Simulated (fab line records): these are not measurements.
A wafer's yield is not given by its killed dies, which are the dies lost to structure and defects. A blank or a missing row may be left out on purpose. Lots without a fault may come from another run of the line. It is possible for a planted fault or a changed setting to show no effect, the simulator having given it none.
fab line records -- flow n5Finfet
record: lots: 5, wafers: 15, lastDay: 17
route steps=1938 shown SD_ACTIVATION@330 ILD0@335 SDB@347 GATE_CUT@512 MOL_CONTACT_COAG@558 BEOL_M4@1111 PASSIVATION@1936
lots that met no fault: taken from a fault-free run of the same line
startH: start of the lot's first displayed wafer, in hours after the record's first day -- waitH: hours elapsed since this lot's preceding step -- " same as the row above -- L1.1+2: a single row standing in for several wafers -- - either no value or no given start -- * or withheld: withheld -- < > ~ a bound
route shown NAME@n: names a module that has steps shown in the file, with the first one's number in the route -- usual: mean and standard deviation over wafers with no fault -- same: alike in all rows -- chamber/n: place in a boat -- sites: readings site by site -- _std_site: their standard deviation -- _edge_site: inner sites' mean taken away from outer sites' mean -- radiusMm: for every site, how far away it sits from the centre of the wafer -- mask NAME#n: copy n -- behind: the last tool/chamber to shape the wafer -- hold: reason for holding the lot/hours on hold/outcome of the hold -- device: the transistor (n, p or np) that didn't switch -- end of line: tests of these same wafers at the route's end -- where a step has no rows: the recipe by itself -- killed: count of dies lost to structure and defects at first sort (not the wafer's yield) -- map: the dies of a wafer, with x for killed, . for not killed, _ for no die there
set.NAME: the run value of the setting; set.NAME@STEP: its run value at that earlier step -- model.NAME: the simulator's own value behind a step, which no gauge read
lots at selected steps of the route; one table per step, one row per wafer
services: when a tool's chamber went out of use (startH, in hours from the record's first day, below 0 if earlier), for how many hours, and the reason
== steps ==
step: N5_SD_ACTIVATION_RTA_00
recipe: tempC: 975, timeS: 0, ambient: N2, idleTempC: 600, rampUpCPerS: 150, rampDownCPerS: 60, coolToC: 600
step: N5_SD_ACTIVATION_LSA_01
recipe: tempC: 1080, timeS: 0.0008, ambient: N2
step: N5_ILD0_LINER_00
recipe: material: SiNx, targetThkA: 40, tempC: 400, aldPrecursorFamily: SiH2I2, aldCoReactant: N2/H2-plasma, pulseTimeS: 1, purgeTimeS: 2, coReactantPurgeTimeS: 2, aldCycles: 80, pressureTorr: 2
step: N5_ILD0_FCVD_FILL_01
recipe: material: SiO2_flowable, targetThkA: 2000, tempC: 100, pressureTorr: 0.8, rfW: 2000, timeS: 328.3
step: N5_ILD0_CURE_02
recipe: tempC: 450, timeS: 1800, ambient: steam, idleTempC: 400, rampUpCPerMin: 5, rampDownCPerMin: 3, densificationPH2oTorr: 640
step: N5_ILD0_CMP_03
recipe: stopOn: SiNx, tOverpolishS: 1.9, postCmpClean: alkalineBrush, downForcePsi: 4.1491, platenRpm: 51.796, padVelocityMS: 1.0306, targetThkNm: 197.38
step: N5_ILD0_CMP_07
recipe: stopOn: poly-Si, material: SiO2_flowable, tOverpolishS: 1.18, postCmpClean: alkalineBrush, downForcePsi: 4.1491, platenRpm: 51.796, padVelocityMS: 1.0306, targetThkNm: 138.88
step: N5_ILD0_PRECLEAN_10
recipe: chemistry: NF3:NH3, afsCycles: 5, timeS: 20, tempC: 30, sublimationTempC: 180, sublimationTimeS: 60, pressureTorr: 3, rfPowerW: 30
usual: tempC: 30.00/0.12, timeS: 20/0
same: afsCycles: 5
lot.wafer,tool,chamber,startH,waitH,tempC,timeS,model.SiO2_flowable_of_ILD0_FCVD_FILL_01.thkNm
L773.1,remotePlasma-02,0,101.87,0.0,30.17,20,119
L773.2,remotePlasma-02,0,101.87,0.0,30.23,20,118.6
L773.6,remotePlasma-02,0,101.87,0.0,30.17,20,118.6
L781.1,remotePlasma-02,0,148.54,0.0,30.03,20,119.6
L781.2,remotePlasma-02,0,148.54,0.0,30.15,12.982,126
L781.4,remotePlasma-02,0,148.54,0.0,30.07,20,119.8
L782.2,remotePlasma-02,1,154.82,0.1,29.86,12.982,126.2
L782.5,remotePlasma-02,1,154.82,0.1,30.00,20,120
L782.6,remotePlasma-02,1,154.82,0.1,29.93,12.982,124.6
L784.1,remotePlasma-02,1,164.96,0.0,30.16,20,119.8
L784.4,remotePlasma-02,1,164.96,0.0,30.03,20,120
L784.6,remotePlasma-02,1,164.96,0.0,30.01,12.982,125.8
L789.2,remotePlasma-01,1,197.41,0.1,30.05,20,120.8
L789.4,remotePlasma-01,1,197.41,0.1,30.05,20,119.6
L789.6,remotePlasma-01,1,197.41,0.1,30.11,20,120.6
step: N5_ILD0_ALD_15
recipe: material: SiNx, targetThkA: 240, tempC: 400, aldPrecursorFamily: SiH2I2, aldCoReactant: N2/H2-plasma, pulseTimeS: 1, aldCycles: 480, purgeTimeS: 2, coReactantPurgeTimeS: 2, pressureTorr: 2
step: N5_ILD0_CMP_12
recipe: stopOn: poly-Si, material: SiNx, tOverpolishS: 6, postCmpClean: alkalineBrush, downForcePsi: 2.5, platenRpm: 51.8, padVelocityMS: 1.0307, targetThkNm: 17.67
step: N5_SDB_HM_DEP_00
recipe: material: SiNx, targetThkA: 400, tempC: 400, precursor: SiH4/NH3/N2, pressureTorr: 1.5, rfW: 300, timeS: 35.3
step: N5_SDB_COAT_03
recipe: resist: SOC, tempC: 250, timeS: 60, spinRpm: 1500, resistThkNm: 100
step: N5_SDB_COAT_04
recipe: resist: SiARC, tempC: 220, timeS: 60, spinRpm: 1500, resistThkNm: 18
step: N5_SDB_COAT_05
recipe: resist: CAR-ArF, spinRpm: 1500, resistThkNm: 90
step: N5_SDB_EBR_07
recipe: solvent: PGMEA, ebrWidthMm: 1.5
step: N5_SDB_SOFTBAKE_06
recipe: tempC: 110, timeS: 60, resist: CAR-ArF
step: N5_SDB_EXPOSE_08
recipe: maskId: SDB, na: 1.35, sourceShape: conventional, sigmaOuter: 0.5, polarization: unpolarized, doseMj: 49.6
step: N5_SDB_PEB_09
recipe: pebTempC: withheld, pebTimeS: 60, resist: CAR-ArF
step: N5_SDB_DEVELOP_10
recipe: developTimeS: 30, developer: TMAH, resist: CAR-ArF, rinseLiquid: diw, dry: airSpin, devTempC: 23
step: N5_SDB_DESCUM_16
recipe: chemistry: O2, timeS: 7.9, sourcePowerW: 50, biasPowerW: 20, pressureMtorr: 20, rfFrequencyHz: 2.712e+07, tempC: 40, resist: CAR-ArF, o2FlowSccm: 225
step: N5_SDB_ETCH_17
recipe: chemistry: CF4, target: SiARC, targetDepthA: 234, maskMaterial: CAR-ArF, timeS: 39, ionEnergyEv: 80, pressureMtorr: 40, sourceW: 545, biasW: 36, Ar_flow_sccm: 100, cf4FlowSccm: 100, ends: cleared
step: N5_SDB_ETCH_18
recipe: chemistry: N2/H2, target: SOC, targetDepthA: 1000, overetchA: 200, maskMaterial: SiARC, tempC: 40, timeS: 150, ionEnergyEv: 200, pressureMtorr: 30, sourceW: 840, biasW: 150, n2FlowSccm: 200, h2FlowSccm: 200
step: N5_SDB_STRIP_19
recipe: chemistry: N2/H2, tempC: 40, n2FlowSccm: 200, h2FlowSccm: 200, rfFrequencyHz: 6e+07
step: N5_SDB_STRIP_21
recipe: chemistry: CF4, resist: SiARC, powerW: 300, biasPowerW: 75, pressureMtorr: 50, cf4FlowSccm: 150, rfFrequencyHz: 6e+07
step: N5_SDB_HM_OPEN_20
recipe: chemistry: CH3F/O2, target: SiNx, maskMaterial: SOC, targetDepthA: 240, stopOn: poly-Si, overEtchFrac: 0.4, ionEnergyEv: 120, pressureMtorr: 30, sourceW: 395, biasW: 73, Ar_flow_sccm: 150, CH3F_flow_sccm: 30, O2_flow_sccm: 20
step: N5_SDB_STRIP_22
recipe: chemistry: N2/H2, powerW: 1000, tempC: 250, h2Frac: 0.65, overashFraction: 0.3, pressureMtorr: withheld, n2FlowSccm: 1750, h2FlowSccm: 3250
step: N5_SDB_PRECLEAN_23
recipe: chemistry: dHF, timeS: 30, tempC: 25, dilution: withheld
step: N5_SDB_DUMMY_REMOVE_24
recipe: chemistry: TMAH, tempC: 70, target: poly-Si, stopOn: SiO2, targetDepthNm: 142, concWtPct: 5, timeS: 57, dry: ipaMarangoni, rinseTimeS: 30, rinseTempC: 23
step: N5_SDB_ETCH_25
recipe: chemistry: C4F6/O2, target: SiO2, targetDepthA: 100, timeS: 3.3, ionEnergyEv: 250, maskMaterial: SiNx, pressureMtorr: 30, sourceW: 345, biasW: 185, Ar_flow_sccm: 300, C4F6_flow_sccm: 10, O2_flow_sccm: 10
step: N5_SDB_CUT_ETCH_26
recipe: chemistry: HBr/Cl2/O2, target: Si, targetDepthA: 1296, btTimeS: 20, maskMaterial: SiNx, timeS: 51.8, ionEnergyEv: *, biasW: *, pressureMtorr: 10, icpW: 800, HBr_flow_sccm: 150, Cl2_flow_sccm: 80, O2_flow_sccm: 12
step: N5_SDB_PRECLEAN_38
recipe: chemistry: dHF, timeS: 10, dilution: 750:1, tempC: 25
step: N5_SDB_PRECLEAN_39
recipe: chemistry: O3/DIW, timeS: 45, tempC: 22, o3Ppm: 10
step: N5_GATE_CUT_THK_MEAS_24
recipe: reads: SiO2_of_GATE_CUT_HM_DEP_46+SiO2_flowable_of_ILD0_FCVD_FILL_01
usual: GC_FILL_THK: 219.1/2.2
lot.wafer,tool,chamber,startH,waitH,GC_FILL_THK[nm]
L773.1,filmMetro-02,-,126.45,-,216.9
L773.2,filmMetro-02,-,126.45,-,217.1
L773.6,filmMetro-02,-,126.45,-,218.7
L781.1,filmMetro-02,-,173.22,-,218.5
L781.2,filmMetro-02,-,173.22,-,226.1
L781.4,filmMetro-02,-,173.22,-,220.8
L782.2,filmMetro-01,-,178.25,-,224.2
L782.5,filmMetro-01,-,178.25,-,222.0
L782.6,filmMetro-01,-,178.25,-,225.4
L784.1,filmMetro-01,-,190.74,-,218.4
L784.4,filmMetro-01,-,190.74,-,223.6
L784.6,filmMetro-01,-,190.74,-,224.2
L789.2,filmMetro-02,-,222.06,-,219.6
L789.4,filmMetro-02,-,222.06,-,219.8
L789.6,filmMetro-02,-,222.06,-,221.4
step: N5_MOL_CONTACT_COAG_WET_ETCH_116
recipe: chemistry: SC1-inhibited, targetDepthNm: 4.6, dry: ipaMarangoni, rinseTimeS: 30, rinseTempC: 23
lot.wafer,tool,chamber,startH,waitH,model.SiO2_flowable_of_ILD0_FCVD_FILL_01.thkNm
L773.1,wetBench-02,7,134.77,0.0,110.8
L773.2+6,wetBench-02,"4,3",134.77,0.0,110.6
L781.1,wetBench-01,3,180.57,0.0,111.4
L781.2,wetBench-01,1,180.57,0.0,117.4
L781.4,wetBench-01,7,180.57,0.0,111.8
L782.2,wetBench-02,1,186.03,0.0,117.6
L782.5,wetBench-02,0,186.03,0.0,111.8
L782.6,wetBench-02,7,186.03,0.0,116
L784.1,wetBench-04,3,199.88,0.0,111.8
L784.4,wetBench-04,4,199.88,0.0,112
L784.6,wetBench-04,1,199.88,0.0,117.2
L789.2,wetBench-04,5,229.03,0.0,112.6
L789.4,wetBench-04,6,229.03,0.0,111.4
L789.6,wetBench-04,3,229.03,0.0,112.4
step: N5_BEOL_M4_RC_MEAS_101
usual: DIBL_N: 35.9/1.9, DIBL_P: 35.8/2.4, IOFF_N: 0.15/0.031, IOFF_P: 0.21/0.037, ION_N: 672/13, ION_P: 462/8.3, SS_N: 71.5/0.72, SS_P: 73.2/0.67, VT_N: 250/3.4, VT_P: -250/3.4
lot.wafer,tool,chamber,startH,waitH,DIBL_N[mV/V],DIBL_P[mV/V],IOFF_N[nA/um],IOFF_P[nA/um],ION_N[uA/um],ION_P[uA/um],SS_N[mV/dec],SS_P[mV/dec],VT_N[mV],VT_P[mV]
L773.1,prober-02,0,203.94,0.3,35.8,34.7,0.15,0.19,658,453,72.4,72.5,252,-252
L773.2,prober-02,0,203.94,0.3,35.3,34.8,0.13,0.18,662,454,70.6,72.5,255,-250
L773.6,prober-02,0,203.94,0.3,37.9,37.9,0.19,0.24,685,474,71.7,73.3,247,-248
L782.2,prober-01,0,256.32,0.2,36.8,38.0,0.19,0.25,689,482,71.8,73.1,247,-244
L782.5,prober-01,0,256.32,0.2,37.3,39.0,0.20,0.25,692,471,71.9,74.5,244,-247
L782.6,prober-01,0,256.32,0.2,37.6,39.7,0.21,0.28,685,469,72.6,73.5,245,-243
L784.1,prober-02,0,260.98,0.0,39.3,38.9,0.20,0.26,675,465,72.4,74.0,245,-247
L784.4,prober-02,0,260.98,0.0,38.9,37.3,0.19,0.23,681,461,73.0,74.1,247,-250
L784.6,prober-02,0,260.98,0.0,37.5,36.9,0.16,0.23,676,470,72.7,74.3,249,-248
L781.1,prober-01,0,261.27,0.0,34.7,34.6,0.13,0.17,683,461,71.6,72.8,251,-254
L781.2,prober-01,0,261.27,0.0,35.5,34.5,0.13,0.17,672,453,71.2,72.5,253,-254
L781.4,prober-01,0,261.27,0.0,35.3,35.2,0.12,0.18,668,458,71.0,73.2,254,-255
L789.2,prober-01,0,310.18,0.2,36.0,36.0,0.15,0.20,682,470,71.4,74.1,248,-252
L789.4,prober-01,0,310.18,0.2,35.6,35.8,0.14,0.19,671,460,71.7,73.4,251,-253
L789.6,prober-01,0,310.18,0.2,37.9,39.3,0.19,0.25,694,471,72.8,74.7,248,-248
step: N5_PASSIVATION_PROBE_49
usual: defectLimitedYield: 91.6/1.2, killed_at_M0_to_M3: 33/9.4, killed_at_M4_up: 13/5.2, killedAtContacts: 13/5.6, killedAtFrontEnd: 37/9.5, killedAtOther: 4/3.1, killedDies: 99/15, killedOnRim: 13/3.6, killedOpen: 65/11, killedShort: 32/7.5, sort_bin_5_function: 4.9/0.77, sort_bin_6_memory: 3.1/0.65, sortNPass: 1081/15, sortYieldPct: 91.6/1.2
same: grossDies: 1180, killedAtBackSide: 0, sort_bin_4_leakage[%]: 0, sort_bin_8_speed[%]: 0
lot.wafer,tool,chamber,startH,waitH,defectLimitedYield[%],killed_at_M0_to_M3,killed_at_M4_up,killedAtContacts,killedAtFrontEnd,killedAtOther,killedDies,killedOnRim,killedOpen,killedShort,sort_bin_5_function[%],sort_bin_6_memory[%],sortNPass,sortYieldPct[%]
L773.1,prober-01,-,309.26,0.0,91.9,31,8,21,35,1,96,10,76,20,5.0,3.1,1084,91.9
L773.2,prober-01,-,309.31,0.1,93.0,28,10,9,36,0,83,6,53,30,4.2,2.5,1097,93.0
L773.6,prober-01,-,309.51,0.3,92.3,13,12,24,38,4,91,11,60,27,4.9,2.4,1089,92.3
L782.2,prober-01,-,360.15,0.1,92.0,38,9,8,35,4,94,13,70,24,4.4,3.2,1086,92.0
L782.5,prober-01,-,360.30,0.2,89.6,34,12,14,54,9,123,14,67,56,6.5,3.6,1057,89.6
L782.6,prober-01,-,360.35,0.3,91.0,38,8,11,40,9,106,15,70,36,4.7,3.8,1074,91.0
L784.1,prober-01,-,367.32,0.0,92.8,27,15,4,35,4,85,13,51,32,4.4,2.6,1095,92.8
L784.4,prober-01,-,367.47,0.2,90.8,31,11,9,56,2,109,16,67,36,4.6,4.3,1071,90.8
L784.6,prober-01,-,367.57,0.3,91.4,32,19,3,45,3,102,12,68,33,5.1,3.2,1078,91.4
L781.1,prober-02,-,374.36,0.0,90.3,41,8,10,55,0,114,14,74,40,5.7,3.8,1066,90.3
L781.2,prober-02,-,374.41,0.1,91.5,29,15,16,39,1,100,14,69,30,4.7,3.4,1080,91.5
L781.4,prober-02,-,374.51,0.2,93.5,24,7,24,22,0,77,8,44,32,4.5,1.9,1103,93.5
L789.2,prober-01,-,408.89,0.1,92.2,25,14,7,40,6,92,10,71,21,4.2,3.6,1088,92.2
L789.4,prober-01,-,408.99,0.2,91.4,32,5,12,45,7,101,12,58,43,5.5,2.7,1079,91.4
L789.6,prober-01,-,409.09,0.3,90.3,41,10,20,36,7,114,15,69,43,5.8,3.3,1066,90.3
killed by level:class
L773.1 MOL_CONTACT_COAG:geometricParticle:open=18 BEOL_M3:geometricParticle:open=10 FIN_SAQP:geometricParticle:open=8 BEOL_M1:geometricParticle:open=8 STI_FIN_REVEAL:geometricParticle:open=7 BEOL_M2:geometricParticle:open=5 GATE_CUT:geometricParticle:short=4 BEOL_M5:geometricParticle:open=4
L773.2 FIN_SAQP:geometricParticle:open=6 STI_FIN_REVEAL:geometricParticle:open=6 GATE_CUT:geometricParticle:short=6 BEOL_M0_SAQP:geometricParticle:short=6 BEOL_M3:geometricParticle:open=6 MOL_CONTACT_COAG:geometricParticle:open=5 GATE_CUT:geometricParticle:open=4 MOL_CONTACT_COAG:geometricParticle:short=4
L773.6 MOL_CONTACT_COAG:geometricParticle:open=22 FIN_SAQP:geometricParticle:open=6 STI_FIN_REVEAL:geometricParticle:open=6 BEOL_M3:geometricParticle:open=5 FIN_SAQP:geometricParticle:short=4 GATE_CUT:geometricParticle:short=4 HKMG_FIN:areaEtch=4 GATE_CUT:geometricParticle:open=3
L782.2 BEOL_M3:geometricParticle:open=10 MOL_CONTACT_COAG:geometricParticle:open=8 BEOL_M0:geometricParticle:open=8 FIN_SAQP:geometricParticle:short=7 FIN_SAQP:geometricParticle:open=6 BEOL_M2:geometricParticle:open=6 STI_FIN_REVEAL:geometricParticle:open=5 BEOL_M0_SAQP:geometricParticle:open=5
L782.5 FIN_SAQP:geometricParticle:short=24 MOL_CONTACT_COAG:geometricParticle:open=10 STI_FIN_REVEAL:geometricParticle:open=8 BEOL_M4:geometricParticle:open=7 FIN_SAQP:geometricParticle:open=6 BEOL_M0_SAQP:geometricParticle:open=5 BEOL_M0_SAQP:geometricParticle:short=5 BEOL_M2:geometricParticle:open=5
L782.6 BEOL_M3:geometricParticle:open=15 FIN_SAQP:geometricParticle:short=14 MOL_CONTACT_COAG:geometricParticle:open=7 STI_FIN_REVEAL:geometricParticle:open=5 BEOL_M0_SAQP:geometricParticle:open=5 BEOL_M2:geometricParticle:open=5 PASS1_CAP:geometricParticle:open=5 FIN_SAQP:geometricParticle:open=4
L784.1 BEOL_M0_SAQP:geometricParticle:short=13 STI_FIN_REVEAL:geometricParticle:open=10 BEOL_M4:geometricParticle:open=8 BEOL_M0_SAQP:geometricParticle:open=6 FIN_SAQP:geometricParticle:open=4 GATE_CUT:geometricParticle:short=4 BEOL_M1:geometricParticle:open=3 BEOL_M7:geometricParticle:open=3
L784.4 STI_FIN_REVEAL:geometricParticle:open=14 FIN_SAQP:geometricParticle:short=9 BEOL_M0_SAQP:geometricParticle:short=9 FIN_SAQP:geometricParticle:open=8 MOL_CONTACT_COAG:geometricParticle:open=8 BEOL_M3:geometricParticle:open=7 BEOL_M4:geometricParticle:open=6 DUMMY_GATE:geometricParticle:open=5
L784.6 BEOL_M4:geometricParticle:open=11 FIN_SAQP:geometricParticle:open=7 STI_FIN_REVEAL:geometricParticle:open=7 BEOL_M0_SAQP:geometricParticle:short=7 BEOL_M0_SAQP:geometricParticle:open=6 BEOL_M3:geometricParticle:open=6 FIN_SAQP:geometricParticle:short=5 GATE_CUT:geometricParticle:short=5
L781.1 FIN_SAQP:geometricParticle:short=17 BEOL_M3:geometricParticle:open=14 FIN_SAQP:geometricParticle:open=9 BEOL_M2:geometricParticle:open=9 MOL_CONTACT_COAG:geometricParticle:open=8 STI_FIN_REVEAL:geometricParticle:open=7 BEOL_M0_SAQP:geometricParticle:open=6 SPACER0:geometricParticle:short=4
L781.2 MOL_CONTACT_COAG:geometricParticle:open=12 STI_FIN_REVEAL:geometricParticle:open=11 BEOL_M4:geometricParticle:open=10 BEOL_M3:geometricParticle:open=9 GATE_CUT:geometricParticle:short=6 BEOL_M0_SAQP:geometricParticle:open=6 FIN_SAQP:geometricParticle:open=4 MOL_CONTACT_COAG:geometricParticle:short=4
L781.4 MOL_CONTACT_COAG:geometricParticle:open=16 BEOL_M0_SAQP:geometricParticle:short=9 MOL_CONTACT_COAG:geometricParticle:short=8 BEOL_M0_SAQP:geometricParticle:open=6 GATE_CUT:geometricParticle:short=5 BEOL_M3:geometricParticle:open=4 FIN_SAQP:geometricParticle:open=3 STI_FIN_REVEAL:geometricParticle:open=3
L789.2 FIN_SAQP:geometricParticle:open=13 BEOL_M2:geometricParticle:open=9 BEOL_M0_SAQP:geometricParticle:open=9 FIN_SAQP:geometricParticle:short=7 BEOL_M4:geometricParticle:open=7 MOL_CONTACT_COAG:geometricParticle:open=6 STI_FIN_REVEAL:geometricParticle:open=5 DUMMY_GATE:geometricParticle:open=4
L789.4 STI_FIN_REVEAL:geometricParticle:open=11 BEOL_M3:geometricParticle:open=9 BEOL_M0_SAQP:geometricParticle:short=8 MOL_CONTACT_COAG:geometricParticle:open=7 FIN_SAQP:geometricParticle:short=6 FIN_SAQP:geometricParticle:open=6 BEOL_M2:geometricParticle:open=6 MOL_CONTACT_COAG:geometricParticle:short=5
L789.6 MOL_CONTACT_COAG:geometricParticle:open=17 BEOL_M0_SAQP:geometricParticle:short=13 BEOL_M4:geometricParticle:open=8 BEOL_M0_SAQP:geometricParticle:open=8 FIN_SAQP:geometricParticle:open=5 FIN_SAQP:geometricParticle:short=5 BEOL_M2:geometricParticle:open=5 BEOL_M1:geometricParticle:open=5
== services ==
tool,chamber,startH,hours,kind
remotePlasma-02,-,135.55,0.4,repair
wetBench-01,-,189.71,35.6,repair
== key ==
firstSign: step: N5_ILD0_PRECLEAN_10, reading: timeS, direction: down, sigmas: 99+, usual: *, struck: *
effect: step: N5_GATE_CUT_THK_MEAS_24, reading: GC_FILL_THK, direction: up, sigmas: 2.7, usual: 219.1, struck: 225.0
modelEffect: step: N5_ILD0_PRECLEAN_10, value: SiO2_flowable_of_ILD0_FCVD_FILL_01.thkNm, without: 120, struck: 125.7
modelEffect: step: N5_MOL_CONTACT_COAG_WET_ETCH_116, value: SiO2_flowable_of_ILD0_FCVD_FILL_01.thkNm, without: 111.8, struck: 117.1
metAt N5_ILD0_PRECLEAN_10
struckWafers L781.2,L782.2,L782.6,L784.6
onsetBetween 101.87 148.54
fault: kind: processParameterDrift, tool: remotePlasma-02, chamber: -, onsetH: 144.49, steps: N5_ILD0_PRECLEAN_10, channel: timeS, offset: *, shape: step, endH: 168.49, scope: struckWafersOnly, actsIn: *, stated: *
